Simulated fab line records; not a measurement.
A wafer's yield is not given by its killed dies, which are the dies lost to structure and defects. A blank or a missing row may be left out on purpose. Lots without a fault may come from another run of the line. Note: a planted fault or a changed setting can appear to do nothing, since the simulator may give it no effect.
Chamber matching	flow n5_finfet	N5_BEOL_M12_DESCUM_33 on rie_diel-04 has 4 sister chambers
The step chemistry O2, time 7.9 s. 8 wafers are shown with their chamber, then 8 later ones without.

== EACH WAFER AND ITS CHAMBER ==
wafer	chamber	showerhead_plenum_p_Torr (Torr)	drypump_motor_current_A (A)
L079.6	3	2.02	6.2
L082.1	1	2.07	5.4
L086.2	2	2.11	5.4
L086.5	2	2.11	5.5
L087.1	3	2.01	6.1
L087.4	1	2.07	5.4
L087.5	0	2.12	6.2
L089.2	0	2.12	6.2

== WAFERS WITHOUT THEIR CHAMBER ==
wafer	showerhead_plenum_p_Torr (Torr)	drypump_motor_current_A (A)
L089.4	2.01	6.1
L089.6	2.12	6.2
L091.1	2.12	6.2
L091.2	2.10	5.5
L091.6	2.12	6.2
L094.1	2.01	6.2
L094.2	2.06	5.4
L094.4	2.06	5.4

== CHAMBER TAKEN BY EACH ==
wafer	from the rows above	in truth
L089.4	3	3
L089.6	0	0
L091.1	0	0
L091.2	2	2
L091.6	0	0
L094.1	3	3
L094.2	1	1
L094.4	1	1
Correctly placed: 8 of 8. Not placeable from these rows: 0. 0 placed wrongly.
How it was worked out, from the rows above alone: a wafer's distance from a chamber is the root of the sum, over the readings, of the square of ((its reading less the chamber's mean) divided by the reading's scatter). If the next closest chamber is less than 2 further off than the closest, the wafer can't be placed; otherwise it belongs to the closest. Each chamber's mean is taken over the wafers shown for it. The scatter: the root of (the sum of the squares of (reading less its chamber's mean) over the shown wafers, divided by (wafers less chambers)).
